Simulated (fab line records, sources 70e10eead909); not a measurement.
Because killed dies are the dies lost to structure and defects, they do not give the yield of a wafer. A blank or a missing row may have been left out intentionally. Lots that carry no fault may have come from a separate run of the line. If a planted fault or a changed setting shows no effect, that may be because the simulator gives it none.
The tool behind it: which one? | flow nand harc | Sampling: 24 lots, 72 wafers, 5 of 1302 route steps

WHAT EACH GAUGE READ, for each wafer
NHARC_P_GATE_INSPECT_68. Usual: raw defect count 201, standard deviation 82.
lot  | measured     | on                | raw defect count | flag
L074 | day 6 01:17  | defect inspect-02 | 126 114 238      |
L075 | day 6 01:35  | defect inspect-01 | 134 167 110      |
L076 | day 6 14:23  | defect inspect-02 | 121 167 177      |
L077 | day 7 05:22  | defect inspect-01 | 254 243 234      |
L078 | day 7 12:09  | defect inspect-01 | 131 218 246      |
L079 | day 7 18:53  | defect inspect-01 | 236 377 219      |
L080 | day 8 11:31  | defect inspect-01 | 174 202 365      |
L081 | day 9 03:48  | defect inspect-01 | 176 240 153      |
L082 | day 9 08:15  | defect inspect-02 | 218 158 309      |
L083 | day 9 17:41  | defect inspect-02 | 123 103 124      |
L084 | day 10 11:07 | defect inspect-02 | 155 222 181      |
L085 | day 10 13:46 | defect inspect-01 | 130 135 117      |
L087 | day 11 01:12 | defect inspect-01 | 175 155 210      |
L086 | day 11 01:32 | defect inspect-02 | 172 163 114      |
L089 | day 11 17:53 | defect inspect-02 | 389 376 366      |
L088 | day 11 18:53 | defect inspect-01 | 283 368 293      |
L090 | day 12 15:38 | defect inspect-02 | 250 218 112      |
L091 | day 12 16:59 | defect inspect-01 | 201 167 155      |
L092 | day 13 09:35 | defect inspect-01 | 463 316 293      |
L093 | day 13 14:20 | defect inspect-02 | 182 235 196      |
L094 | day 14 02:28 | defect inspect-02 | 103 111 254      |
L095 | day 14 19:17 | defect inspect-02 | 92 146 157       |
L096 | day 15 05:10 | defect inspect-02 | 320 146 227      |
L097 | day 15 06:08 | defect inspect-02 | 231 227 359      |

NHARC_P_CONTACT_CD_MEAS_12 targets a cd of 90 nm. Usual: cd nm 90.1 nm, standard deviation 0.61.
lot  | measured     | on        | cd nm (nm)     | flag
L074 | day 6 02:53  | cd sem-02 | 90.0 91.2 91.0 |
L075 | day 6 03:13  | cd sem-01 | 89.6 89.5 91.1 |
L076 | day 6 16:02  | cd sem-01 | 89.7 89.5 90.5 |
L077 | day 7 06:52  | cd sem-03 | 89.0 89.7 90.0 |
L078 | day 7 13:38  | cd sem-01 | 90.9 90.6 90.8 |
L079 | day 7 20:29  | cd sem-02 | 89.6 89.1 88.7 |
L080 | day 8 13:22  | cd sem-01 | 91.0 90.5 89.8 |
L081 | day 9 05:17  | cd sem-02 | 91.3 91.2 90.7 |
L082 | day 9 09:52  | cd sem-02 | 90.9 90.2 91.1 |
L083 | day 9 19:19  | cd sem-01 | 90.0 90.0 89.4 |
L084 | day 10 13:11 | cd sem-01 | 90.0 90.3 90.3 |
L085 | day 10 15:16 | cd sem-01 | 89.8 89.5 90.5 |
L087 | day 11 02:49 | cd sem-03 | 90.4 91.1 89.7 |
L086 | day 11 03:08 | cd sem-03 | 89.9 89.7 90.2 |
L089 | day 11 19:30 | cd sem-02 | 90.6 90.7 90.4 |
L088 | day 11 20:30 | cd sem-03 | 90.2 90.0 90.2 |
L090 | day 12 17:29 | cd sem-02 | 90.4 89.8 90.1 |
L091 | day 12 18:51 | cd sem-01 | 89.7 90.2 88.9 |
L092 | day 13 11:12 | cd sem-03 | 90.8 89.7 89.3 |
L093 | day 13 15:57 | cd sem-03 | 90.0 90.6 89.8 |
L094 | day 14 04:04 | cd sem-01 | 89.5 90.0 89.9 |
L095 | day 14 20:55 | cd sem-03 | 89.8 90.5 90.0 |
L096 | day 15 06:47 | cd sem-02 | 90.0 89.3 89.0 |
L097 | day 15 07:45 | cd sem-02 | 90.4 90.0 89.6 |

WHAT TOOL EACH LOT RAN ON (gives the tool, then ch and the chambers of the sampled wafers, and finally the start)
lot  | NHARC_P_GATE_DESCUM_31             | NHARC_P_GATE_DESCUM_48             | NHARC_P_GATE_STRIP_95
L074 | rie diel-06 ch 1,3, day 5 07:08    | rie diel-10 ch 0,1,3, day 5 19:04  | plasma asher-01 ch 0, day 5 23:28
L075 | rie diel-09 ch 2,3, day 5 07:14    | rie diel-06 ch 0,1, day 5 19:13    | plasma asher-02 ch 0,1, day 5 23:47
L076 | rie diel-10 ch 1,2, day 5 19:57    | rie diel-10 ch 0,2,3, day 6 08:02  | plasma asher-02 ch 0,1, day 6 12:35
L077 | rie diel-09 ch 2,3, day 6 11:07    | rie diel-09 ch 2,3, day 6 22:52    | plasma asher-02 ch 0,1, day 7 03:32
L078 | rie diel-09 ch 1,2,3, day 6 17:49  | rie diel-10 ch 0,2, day 7 05:50    | plasma asher-01 ch 0,1, day 7 10:18
L079 | rie diel-09 ch 0,1,2, day 6 22:20  | rie diel-10 ch 0,1,2, day 7 12:20  | plasma asher-01 ch 0,1, day 7 17:02
L080 | rie diel-06 ch 1,2, day 7 17:18    | rie diel-10 ch 0,1,3, day 8 05:14  | plasma asher-02 ch 0,1, day 8 09:43
L081 | rie diel-10 ch 0,3, day 8 09:43    | rie diel-10 ch 0,2,3, day 8 21:32  | plasma asher-01 ch 0,1, day 9 01:58
L082 | rie diel-09 ch 1,2,3, day 8 14:03  | rie diel-06 ch 0,2, day 9 02:01    | plasma asher-01 ch 1, day 9 06:26
L083 | rie diel-09 ch 1,2,3, day 8 23:26  | rie diel-10 ch 0,3, day 9 11:24    | plasma asher-01 ch 1, day 9 15:53
L084 | rie diel-10 ch 1,2,3, day 9 16:49  | rie diel-06 ch 1,2,3, day 10 04:47 | plasma asher-01 ch 0,1, day 10 09:17
L085 | rie diel-09 ch 1,2, day 9 17:26    | rie diel-10 ch 0,1, day 10 07:39   | plasma asher-02 ch 0,1, day 10 11:57
L087 | rie diel-10 ch 1,2, day 10 06:37   | rie diel-09 ch 0,2,3, day 10 18:34 | plasma asher-01 ch 0,1, day 10 23:05
L086 | rie diel-06 ch 0,1,3, day 10 07:09 | rie diel-10 ch 1,2, day 10 19:08   | plasma asher-02 ch 0,1, day 10 23:40
L089 | rie diel-06 ch 0,1,3, day 10 23:22 | rie diel-09 ch 0,1,2, day 11 11:25 | plasma asher-01 ch 0, day 11 15:54
L088 | rie diel-10 ch 0,1,3, day 11 00:08 | rie diel-10 ch 1,2,3, day 11 12:09 | plasma asher-01 ch 0,1, day 11 16:47
L090 | rie diel-09 ch 0,2, day 11 21:24   | rie diel-10 ch 1,3, day 12 09:22   | plasma asher-02 ch 0,1, day 12 13:48
L091 | rie diel-06 ch 0,1,2, day 11 22:47 | rie diel-10 ch 1,2, day 12 10:44   | plasma asher-01 ch 1, day 12 15:10
L092 | rie diel-06 ch 0,1,2, day 12 15:25 | rie diel-10 ch 0,1,3, day 13 03:19 | plasma asher-02 ch 0,1, day 13 07:47
L093 | rie diel-10 ch 1,2,3, day 12 19:59 | rie diel-10 ch 2,3, day 13 07:55   | plasma asher-01 ch 0, day 13 12:31
L094 | rie diel-06 ch 0,1,3, day 13 08:19 | rie diel-10 ch 1,2, day 13 20:05   | plasma asher-02 ch 0,1, day 14 00:39
L095 | rie diel-10 ch 2,3, day 14 00:44   | rie diel-06 ch 0,2,3, day 14 12:56 | plasma asher-01 ch 0,1, day 14 17:29
L096 | rie diel-10 ch 0,2, day 14 10:50   | rie diel-06 ch 0,2,3, day 14 22:41 | plasma asher-01 ch 0,1, day 15 03:11
L097 | rie diel-06 ch 0,1,3, day 14 11:29 | rie diel-09 ch 0,3, day 14 23:26   | plasma asher-02 ch 0,1, day 15 03:58
- NHARC_P_GATE_DESCUM_31: chemistry O2, time 3 s.
- NHARC_P_GATE_DESCUM_48: chemistry O2, time 3 s.
- NHARC_P_GATE_STRIP_95: strips in O2.

AS READ BY THE TOOLS THEMSELVES (means over the sampled wafers that have a number; for cases with no such wafer, the mark the record gives instead)
NHARC_P_GATE_DESCUM_31. Usual: drypump motor current A 6.0 A, standard deviation 0.46; oes product au 1.002 a.u., standard deviation 0.013; rf vpp V 57.7 V, standard deviation 0.83; showerhead plenum p Torr 1.93 Torr, standard deviation 0.054; throttle valve pct 11.310 %, standard deviation 0.0084.
lot  | tool        | drypump motor current A (A) | oes product au (a.u.) | rf vpp V (V) | showerhead plenum p Torr (Torr) | throttle valve pct (%) | flag
L074 | rie diel-06 | 6.5                         | 1.011                 | 58.5         | 1.97                            | 11.311                 |
L075 | rie diel-09 | 5.6                         | 1.017                 | 58.3         | 1.96                            | 11.319                 |
L076 | rie diel-10 | 6.4                         | 0.986                 | 56.9         | 1.88                            | 11.310                 |
L077 | rie diel-09 | 5.6                         | 1.006                 | 57.9         | 1.95                            | 11.313                 |
L078 | rie diel-09 | 5.6                         | 1.008                 | 58.2         | 1.94                            | 11.310                 |
L079 | rie diel-09 | 5.6                         | 1.013                 | 57.7         | 1.90                            | 11.306                 |
L080 | rie diel-06 | 6.4                         | 1.010                 | 57.3         | 1.91                            | 11.315                 |
L081 | rie diel-10 | 6.2                         | 0.988                 | 57.6         | 1.95                            | 11.312                 |
L082 | rie diel-09 | 5.6                         | 1.004                 | 57.4         | 1.94                            | 11.309                 |
L083 | rie diel-09 | 5.6                         | 1.003                 | 57.0         | 1.94                            | 11.320                 |
L084 | rie diel-10 | 6.2                         | 0.986                 | 57.6         | 1.89                            | 11.314                 |
L085 | rie diel-09 | 5.7                         | 1.011                 | 58.4         | 1.91                            | 11.307                 |
L087 | rie diel-10 | 6.2                         | 0.991                 | 57.4         | 1.87                            | 11.326                 |
L086 | rie diel-06 | 6.1                         | 0.997                 | 57.7         | 1.97                            | 11.309                 |
L089 | rie diel-06 | 6.1                         | 0.997                 | 57.6         | 1.97                            | 11.314                 |
L088 | rie diel-10 | 6.1                         | 0.995                 | 57.4         | 1.93                            | 11.300                 |
L090 | rie diel-09 | 5.6                         | 1.011                 | 57.6         | 1.87                            | 11.305                 |
L091 | rie diel-06 | 6.0                         | 1.013                 | 58.5         | 1.92                            | 11.306                 |
L092 | rie diel-06 | 6.0                         | 1.003                 | 57.4         | 1.92                            | 11.318                 |
L093 | rie diel-10 | 6.2                         | 0.998                 | 57.5         | 1.89                            | 11.313                 |
L094 | rie diel-06 | 6.1                         | 0.999                 | 57.9         | 1.97                            | 11.309                 |
L095 | rie diel-10 | 6.3                         | 0.992                 | 57.5         | 1.90                            | 11.308                 |
L096 | rie diel-10 | 6.6                         | 1.002                 | 57.9         | 1.92                            | 11.322                 |
L097 | rie diel-06 | 6.1                         | 1.010                 | 57.7         | 1.97                            | 11.305                 |

NHARC_P_GATE_DESCUM_48. Usual: drypump motor current A 6.1 A, standard deviation 0.42; oes product au 0.997 a.u., standard deviation 0.013; rf vpp V 57.8 V, standard deviation 0.78; showerhead plenum p Torr 1.92 Torr, standard deviation 0.057; throttle valve pct 11.310 %, standard deviation 0.0094.
lot  | tool        | drypump motor current A (A) | oes product au (a.u.) | rf vpp V (V) | showerhead plenum p Torr (Torr) | throttle valve pct (%) | flag
L074 | rie diel-10 | 6.1                         | 0.978                 | 58.2         | 1.94                            | 11.311                 |
L075 | rie diel-06 | 6.3                         | 0.999                 | 57.1         | 1.96                            | 11.317                 |
L076 | rie diel-10 | 6.4                         | 0.995                 | 57.4         | 1.94                            | 11.305                 |
L077 | rie diel-09 | 5.6                         | 1.006                 | 58.0         | 1.95                            | 11.311                 |
L078 | rie diel-10 | 6.6                         | 0.993                 | 57.9         | 1.92                            | 11.309                 |
L079 | rie diel-10 | 6.3                         | 0.989                 | 58.6         | 1.92                            | 11.311                 |
L080 | rie diel-10 | 6.1                         | 0.995                 | 57.7         | 1.94                            | 11.312                 |
L081 | rie diel-10 | 6.4                         | 0.989                 | 58.1         | 1.94                            | 11.316                 |
L082 | rie diel-06 | 5.7                         | 1.002                 | 57.4         | 1.89                            | 11.298                 |
L083 | rie diel-10 | 6.3                         | 0.996                 | 57.8         | 1.98                            | 11.306                 |
L084 | rie diel-06 | 6.2                         | 1.002                 | 57.6         | 1.93                            | 11.309                 |
L085 | rie diel-10 | 6.1                         | 0.990                 | 57.6         | 1.92                            | 11.316                 |
L087 | rie diel-09 | 5.6                         | 1.003                 | 57.7         | 1.91                            | 11.304                 |
L086 | rie diel-10 | 6.2                         | 0.981                 | 57.9         | 1.87                            | 11.310                 |
L089 | rie diel-09 | 5.6                         | 1.018                 | 57.1         | 1.90                            | 11.314                 |
L088 | rie diel-10 | 6.2                         | 0.994                 | 57.9         | 1.89                            | 11.310                 |
L090 | rie diel-10 | 6.0                         | 0.981                 | 58.3         | 1.89                            | 11.311                 |
L091 | rie diel-10 | 6.4                         | 0.999                 | 57.5         | 1.88                            | 11.295                 |
L092 | rie diel-10 | 6.1                         | 0.989                 | 57.5         | 1.93                            | 11.305                 |
L093 | rie diel-10 | 6.5                         | 0.990                 | 57.2         | 1.89                            | 11.303                 |
L094 | rie diel-10 | 6.4                         | 1.001                 | 57.7         | 1.87                            | 11.310                 |
L095 | rie diel-06 | 5.8                         | 1.020                 | 57.3         | 1.94                            | 11.313                 |
L096 | rie diel-06 | 5.8                         | 1.013                 | 57.8         | 1.94                            | 11.304                 |
L097 | rie diel-09 | 5.5                         | 1.018                 | 58.3         | 1.93                            | 11.310                 |

NHARC_P_GATE_STRIP_95. Usual: drypump motor current A 5.9 A, standard deviation 0.49; heater power w 325 W, standard deviation 35; temp c 250.01 C, standard deviation 0.18.
lot  | tool            | drypump motor current A (A) | heater power w (W) | temp c (C) | flag
L074 | plasma asher-01 | 5.6                         | 269                | 249.95     |
L075 | plasma asher-02 | 5.5                         | 354                | 249.93     |
L076 | plasma asher-02 | 5.5                         | 352                | 250.08     |
L077 | plasma asher-02 | 5.8                         | 356                | 250.04     |
L078 | plasma asher-01 | 5.9                         | 295                | 250.06     |
L079 | plasma asher-01 | 5.9                         | 289                | 250.06     |
L080 | plasma asher-02 | 5.5                         | 357                | 249.99     |
L081 | plasma asher-01 | 5.9                         | 297                | 249.82     |
L082 | plasma asher-01 | 6.5                         | 340                | 249.75     |
L083 | plasma asher-01 | 6.5                         | 345                | 250.45     |
L084 | plasma asher-01 | 5.9                         | 291                | 249.93     |
L085 | plasma asher-02 | 5.5                         | 354                | 249.84     |
L087 | plasma asher-01 | 6.2                         | 317                | 250.25     |
L086 | plasma asher-02 | 5.8                         | 360                | 250.06     |
L089 | plasma asher-01 | 5.6                         | 272                | 250.01     |
L088 | plasma asher-01 | 6.2                         | 321                | 250.13     |
L090 | plasma asher-02 | 5.8                         | 337                | 249.95     |
L091 | plasma asher-01 | 6.5                         | 342                | 249.99     |
L092 | plasma asher-02 | 5.5                         | 338                | 249.83     |
L093 | plasma asher-01 | 5.6                         | 271                | 249.94     |
L094 | plasma asher-02 | 5.8                         | 346                | 250.00     |
L095 | plasma asher-01 | 5.9                         | 298                | 249.91     |
L096 | plasma asher-01 | 5.9                         | 299                | 249.87     |
L097 | plasma asher-02 | 5.5                         | 337                | 250.04     |

THE ANSWER, worked out from the rows above alone
Rule: a lot counts as off when the mean over its wafers that have a number is more than 3 standard deviations away from the usual mean. Also off: a lot with no number at a reading for which 4 or more lots have one. The other lots that the step has rows for count as sound. Order of review: gauges by route order, followed by the tools' own readings, for which a lot's mean as printed above is used. The first step at which some lot is off is used, and at that step the reading that is off furthest; a lot without a number counts as furthest.
No lot is off on any of the readings shown, so nothing can be concluded from this.

WHAT THE SIMULATOR HAD PUT IN
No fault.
